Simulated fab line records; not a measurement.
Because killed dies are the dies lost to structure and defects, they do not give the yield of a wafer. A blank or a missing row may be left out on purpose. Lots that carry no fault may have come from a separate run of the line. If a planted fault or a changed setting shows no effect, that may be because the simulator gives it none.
fab line records	flow nandHarc
record lots=13	wafers=39	lastDay=33
route steps=1302 shown A_ONON_D1@443 A_CHANNEL_FILL_D1@492 A_DECK1_JOINT@528 END@1302
lots that met no fault: taken from a fault-free run of the same line
startH: the number of hours between the record's first day and the start of the first shown wafer of the lot	waitH: time in hours since the lot's previous step	" as in the row above	L1.1+2: several wafers, shown together as one row	- no value present, or no start provided	* or withheld: withheld	< > ~ a bound
route shown NAME@n: a module of which the file shows steps, and the number in the route of the first	usual: mean/standard deviation taken from wafers without a fault	same: alike in all rows	chamber/n: place in a boat	sites: per-site readings	_std_site: the standard deviation of these	_edge_site: outer sites' mean less inner sites'	radiusMm: for every site, how far away it sits from the centre of the wafer	mask NAME#n: copy n	behind: tool/chamber where the wafer was last shaped	hold: why the lot went on hold/how many hours it stayed there/how the hold came to an end	device: the transistor (n, p or np) that didn't switch	end of line: the tests these same wafers got at the end of their route	step lacking rows: just its recipe	killed: the dies lost at the first sort to structure and to defects; this is not the yield of the wafer	map: a wafer's dies, x killed, . not, _ none there
set.NAME: the setting as run; set.NAME@STEP: as run at that earlier step	model.NAME: the simulator's own value behind a step, which no gauge read
one table for each step of the route and one row for each wafer, over a sample of lots
services: when a tool's chamber went out of use (startH, in hours from the record's first day, below 0 if earlier), for how many hours, and the reason
## steps
# step NHARC_A_ONON_D1_THK_MEAS_27
# recipe thkMeasGauge=ellipsometry
# usual thkNm=996/9.1
lot.wafer	tool	chamber	startH	waitH	thkNm
L959.1	filmMetro-02	-	180.66	-	991
L959.5	"	-	"	"	992
L959.6	"	-	"	"	993
L960.2	filmMetro-01	-	189.90	-	1002
L960.3	"	-	"	"	1003
L960.6	"	-	"	"	1002
L961.2	filmMetro-01	-	194.46	-	998
L961.4	"	-	"	"	999
L961.6	"	-	"	"	999
L962.1	filmMetro-01	-	209.72	-	995
L962.5	"	-	"	"	996
L962.6	"	-	"	"	995
L966.1	filmMetro-02	-	246.77	-	1005
L966.3	"	-	"	"	1003
L966.4	"	-	"	"	1004
L968.3	filmMetro-02	-	263.23	-	994
L968.4	"	-	"	"	995
L968.5	"	-	"	"	994
L969.2	filmMetro-01	-	275.67	-	995
L969.3	"	-	"	"	995
L969.6	"	-	"	"	995
L971.1	filmMetro-01	-	288.36	-	996
L971.4	"	-	"	"	996
L971.5	"	-	"	"	996
L973.1	filmMetro-01	-	317.62	-	999
L973.5	"	-	"	"	999
L973.6	"	-	"	"	1000
L978.2	filmMetro-01	-	360.00	-	1007
L978.3	"	-	"	"	1009
L978.4	"	-	"	"	1008
L979.3	filmMetro-01	-	384.45	-	1001
L979.5	"	-	"	"	1001
L979.6	"	-	"	"	1001
L981.4	filmMetro-02	-	393.15	-	1002
L981.5	"	-	"	"	1001
L981.6	"	-	"	"	1003
L982.1	filmMetro-01	-	406.79	-	990
L982.4	"	-	"	"	990
L982.6	"	-	"	"	990
# step NHARC_A_CHANNEL_FILL_D1_ALD_02
# recipe targetThkA=60	pulseTimeS=10	aldCycles=60	tempC=300	material=SiO2
# usual heaterPowerOuterW=269/24	heaterPowerW=472/37	precursorPulseHeightRel=1.001/0.021
# same aldCycles=60
lot.wafer	tool	chamber	startH	waitH	heaterPowerOuterW	heaterPowerW	precursorPulseHeightRel
L959.1	aldHk-03	3	195.18	-	260	503	1.022
L959.6	"	0	"	"	268	461	0.997
L959.5	"	1	"	"	284	487	0.985
L960.2	aldHk-04	3	205.54	-	231	398	1.035
L960.3	"	0	"	"	266	462	1.025
L960.6	"	1	"	"	322	566	0.974
L961.4	aldHk-01	3	212.90	-	225	444	1.010
L961.2	"	0	"	"	250	437	1.036
L961.6	"	3	"	"	218	449	0.996
L962.1	aldHk-03	0	226.27	-	264	484	0.998
L962.5	"	2	"	"	245	460	1.022
L962.6	"	3	"	"	260	488	0.971
L966.4	aldHk-01	0	263.62	-	247	442	0.975
L966.1	"	1	"	"	283	457	1.020
L966.3	"	2	"	"	277	428	1.010
L968.4	aldHk-03	0	276.40	-	278	451	1.026
L968.3	"	3	"	"	262	499	0.952
L968.5	"	1	"	"	282	483	0.997
L969.3	aldHk-03	1	292.64	-	286	473	0.987
L969.2	"	2	"	"	248	463	1.038
L969.6	"	1	"	"	278	489	0.995
L971.4	aldHk-03	3	300.14	-	260	488	0.991
L971.1	"	2	"	"	251	461	0.995
L971.5	"	0	"	"	273	473	1.015
L973.1	aldHk-01	3	331.01	-	222	428	1.016
L973.5	"	1	"	"	279	445	1.025
L973.6	"	2	"	"	297	459	1.019
L978.3	aldHk-01	1	372.52	-	287	441	1.012
L978.2	"	2	"	"	294	467	0.964
L978.4	"	0	"	"	253	453	1.004
L979.3	aldHk-04	3	395.59	-	240	416	1.010
L979.5	"	3	"	"	245	403	1.008
L979.6	"	0	"	"	277	480	0.970
L981.4	aldHk-04	0	404.27	-	281	481	1.017
L981.6	"	0	"	"	288	481	1.033
L981.5	"	1	"	"	315	555	0.974
L982.1	aldHk-03	0	424.58	-	283	480	1.028
L982.4	"	2	"	"	237	454	0.993
L982.6	"	3	"	"	269	528	1.004
# step NHARC_A_CHANNEL_FILL_D1_ALD_25
# recipe targetThkA=600	pulseTimeS=10	aldCycles=600	tempC=300	material=SiOx
# usual aldCycles=600/0	heaterPowerOuterW=266/23	heaterPowerW=465/31	precursorPulseHeightRel=1.001/0.02
lot.wafer	tool	chamber	startH	waitH	aldCycles	heaterPowerOuterW	heaterPowerW	precursorPulseHeightRel
L959.1	aldHk-01	0	234.55	1.3	600	246	467	0.991
L959.6	"	2	235.79	2.5	600	283	445	0.985
L959.5	"	3	"	"	600	225	447	0.995
L960.2	aldHk-03	2	242.05	0.1	600	246	452	1.006
L960.3	"	1	243.91	1.9	600	276	468	1.019
L960.6	"	3	245.15	3.1	600	264	496	1.008
L961.4	aldHk-04	0	253.44	0.1	600	276	460	0.992
L961.2	"	2	255.89	2.5	600	270	468	1.043
L961.6	"	0	258.34	5.0	600	266	462	1.001
L962.1	aldHk-03	3	263.00	0.1	600	261	494	0.991
L962.6	"	3	265.45	2.5	600	261	498	1.021
L962.5	"	0	"	"	600	269	475	0.961
L966.4	aldHk-03	3	301.55	0.1	600	261	490	0.984
L966.1	"	0	"	"	600	273	480	1.028
L966.3	"	1	"	"	600	281	475	1.009
L968.3	aldHk-01	0	317.20	0.7	600	256	470	1.000
L968.4	"	2	318.44	1.9	600	285	450	1.002
L968.5	"	0	319.67	3.1	600	258	457	1.032
L969.2	aldHk-04	2	329.85	0.7	600	256	451	0.997
L969.3	"	0	331.08	1.9	600	274	471	1.019
L969.6	"	2	332.31	3.1	600	250	455	0.994
L971.1	aldHk-01	2	339.29	1.3	-	-	-	-
L971.4	"	3	"	"	-	-	-	-
L971.5	"	1	341.12	3.1	-	-	-	-
L973.1	aldHk-03	3	367.50	0.2	-	-	-	-
L973.6	"	3	369.95	2.6	-	-	-	-
L973.5	"	0	"	"	-	-	-	-
L978.4	aldHk-03	3	410.02	0.0	600	266	514	1.031
L978.3	"	0	"	"	600	289	479	1.009
L978.2	"	2	411.90	1.9	600	245	441	0.985
L979.3	aldHk-04	3	433.44	1.9	600	241	403	1.008
L979.6	"	0	"	"	600	283	477	1.012
L979.5	"	1	"	"	600	313	544	1.046
L981.4	aldHk-01	0	441.80	1.3	600	252	461	1.011
L981.6	"	2	443.06	2.6	600	283	461	1.012
L981.5	"	3	"	"	600	228	441	0.983
L982.4	aldHk-04	2	461.01	0.1	600	255	459	0.989
L982.1	"	1	462.86	1.9	600	317	550	0.997
L982.6	"	3	464.09	3.1	600	234	403	1.012
# step NHARC_A_DECK1_JOINT_THK_MEAS_14
# recipe thkMeasGauge=ellipsometry
# usual thkNm=50.6/1.3
lot.wafer	tool	chamber	startH	waitH	thkNm
L959.1	filmMetro-02	-	255.95	0.2	50.2
L959.5	"	-	"	"	51.8
L959.6	"	-	"	"	50.3
L960.2	filmMetro-02	-	265.03	0.2	51.9
L960.3	"	-	"	"	50.5
L960.6	"	-	"	"	49.5
L961.2	filmMetro-02	-	279.47	0.2	52.3
L961.4	"	-	"	"	50.2
L961.6	"	-	"	"	52.5
L962.1	filmMetro-01	-	285.32	0.2	49.5
L962.5	"	-	"	"	50.0
L962.6	"	-	"	"	50.8
L966.1	filmMetro-02	-	323.87	0.2	51.6
L966.3	"	-	"	"	49.2
L966.4	"	-	"	"	52.8
L968.3	filmMetro-02	-	338.82	0.2	50.6
L968.4	"	-	"	"	51.2
L968.5	"	-	"	"	51.7
L969.2	filmMetro-01	-	353.67	0.2	50.1
L969.3	"	-	"	"	49.8
L969.6	"	-	"	"	49.1
L978.2	filmMetro-02	-	432.87	0.2	50.7
L978.3	"	-	"	"	51.2
L978.4	"	-	"	"	51.0
L979.3	filmMetro-01	-	454.15	0.2	49.5
L979.5	"	-	"	"	49.4
L979.6	"	-	"	"	50.2
L981.4	filmMetro-01	-	462.90	0.2	51.5
L981.5	"	-	"	"	51.0
L981.6	"	-	"	"	49.0
L982.1	filmMetro-01	-	483.46	0.2	50.3
L982.4	"	-	"	"	51.4
L982.6	"	-	"	"	51.2
# step NHARC_END_SORT_01
# recipe tempC=25
# usual killedAtArray=54/16	killedAtOther=0.6/0.86	killedAtPeriphery=3.8/2.6	killedDies=58/16	killedOpen=3.3/1.8	killedShort=2.7/1.7
# same grossDies=677
lot.wafer	tool	chamber	startH	waitH	killedAtArray	killedAtOther	killedAtPeriphery	killedDies	killedOpen	killedShort
L971.1	prober-01	0	675.58	2.5	676	0	1	677	1	2
L971.4	prober-01	0	677.95	3.4	675	0	2	677	3	2
L971.5	prober-01	0	678.74	3.7	670	1	6	677	5	1
L973.1	prober-02	0	700.80	2.5	673	0	4	677	2	3
L973.5	prober-02	0	704.00	3.7	666	0	11	677	6	8
L973.6	prober-02	0	704.80	4.0	674	0	3	677	2	2
# killed by level:class
L971.1 A_CHANNEL_FILL_D1:areaAld=634 A_SLIT:chamberFilmFlake=24 A_STAIRCASE:chamberFilmFlake=3 A_CONTACT:chamberFilmFlake=3 A_CHANNEL_FILL_D1:chamberFilmFlake=2 A_CHANNEL_HOLE_D2:chamberFilmFlake=2 A_SGD_CUT:chamberFilmFlake=2 A_CHANNEL_FILL_D1:geometricParticle:open=1
L971.4 A_CHANNEL_FILL_D1:areaAld=633 A_SLIT:chamberFilmFlake=20 A_STAIRCASE:chamberFilmFlake=6 A_CHANNEL_HOLE_D1:chamberFilmFlake=2 A_CHANNEL_HOLE_D2:chamberFilmFlake=2 A_CONTACT:chamberFilmFlake=2 A_BONDPAD:chamberFilmFlake=2 A_CHANNEL_FILL_D1:geometricParticle:open=1
L971.5 A_CHANNEL_FILL_D1:areaAld=627 A_SLIT:chamberFilmFlake=20 A_STAIRCASE:chamberFilmFlake=4 A_BONDPAD:chamberFilmFlake=4 P_ZERO_WELL:chamberFilmFlake=3 A_CHANNEL_HOLE_D1:chamberFilmFlake=3 A_DECK1_JOINT:geometricParticle:open=2 P_GATE:chamberFilmFlake=2
L973.1 A_CHANNEL_FILL_D1:areaAld=637 A_SLIT:chamberFilmFlake=18 A_CHANNEL_HOLE_D1:chamberFilmFlake=4 A_CONTACT:chamberFilmFlake=4 A_STAIRCASE:chamberFilmFlake=3 P_ZERO_WELL:chamberFilmFlake=2 P_GATE:chamberFilmFlake=2 A_CHANNEL_FILL_D1:chamberFilmFlake=2
L973.5 A_CHANNEL_FILL_D1:areaAld=620 A_SLIT:chamberFilmFlake=19 P_GATE:chamberFilmFlake=7 A_CHANNEL_HOLE_D1:chamberFilmFlake=3 A_CHANNEL_FILL_D1:chamberFilmFlake=3 A_DECK1_JOINT:chamberFilmFlake=3 A_STAIRCASE:chamberFilmFlake=3 A_CONTACT:chamberFilmFlake=3
L973.6 A_CHANNEL_FILL_D1:areaAld=632 A_SLIT:chamberFilmFlake=20 A_CONTACT:chamberFilmFlake=5 A_STAIRCASE:chamberFilmFlake=3 P_GATE:chamberFilmFlake=3 A_DECK1_JOINT:chamberFilmFlake=3 A_CHANNEL_FILL_D1:chamberFilmFlake=2 A_CHANNEL_HOLE_D1:chamberFilmFlake=2
## services
tool	chamber	startH	hours	kind
aldHk-03	-	215.65	10.0	pm
aldHk-03	0	215.65	10.0	ventCycle
aldHk-03	1	215.65	10.0	ventCycle
aldHk-03	2	215.65	10.0	ventCycle
aldHk-03	3	215.65	10.0	ventCycle
aldHk-03	0	225.65	-	clean
aldHk-03	1	225.65	-	clean
aldHk-03	2	225.65	-	clean
aldHk-03	3	225.65	-	clean
aldHk-04	-	282.96	20.5	repair
aldHk-01	-	302.35	10.0	pm
aldHk-01	0	302.35	10.0	ventCycle
aldHk-01	1	302.35	10.0	ventCycle
aldHk-01	2	302.35	10.0	ventCycle
aldHk-01	3	302.35	10.0	ventCycle
aldHk-04	-	325.21	0.5	repair
aldHk-03	0	394.24	10.0	ventCycle
aldHk-03	3	394.24	10.0	ventCycle
aldHk-03	0	404.24	-	clean
aldHk-03	1	404.24	-	clean
aldHk-03	2	404.24	-	clean
aldHk-03	3	404.24	-	clean
aldHk-04	-	425.84	0.6	repair
aldHk-03	-	438.04	1.4	repair
## key
firstSign step=NHARC_A_CHANNEL_FILL_D1_ALD_25	reading=toolRecord	direction=missing
effect step=NHARC_END_SORT_01	reading=killedAtArray	direction=up	sigmas=39	usual=54	struck=672
moreKillsBornAt NHARC_A_CHANNEL_FILL_D1_ALD_25@aldHk-01=1894	NHARC_A_CHANNEL_FILL_D1_ALD_25@aldHk-03=1889
metAt NHARC_A_CHANNEL_FILL_D1_ALD_25
struckLots L971,L973
laterRowsLeftOut L971.1,L971.4,L971.5,L973.1,L973.5,L973.6
testerLeftOut L971,L973
notActingAt NHARC_A_ONON_D1_THK_MEAS_27,NHARC_A_CHANNEL_FILL_D1_ALD_02,NHARC_A_DECK1_JOINT_THK_MEAS_14
onsetBetween 317.20 339.29
fault kind=skippedStepWhole	tool=aldHk-01,aldHk-03	chamber=-	onsetH=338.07	steps=NHARC_A_CHANNEL_FILL_D1_ALD_25	scope=struckLotsOnly
# testerLeftOut: of these lots the tester's yield and bins aren't shown, on N5 and GAA mostly nor the transistor test; their killed dies are dies lost to structure and defects alone, not to doping, threshold or leakage, so they don't give the yield
# laterRowsLeftOut: the simulator's readings of these wafers behind a module that went badly wrong aren't trusted and aren't shown, but for the sort
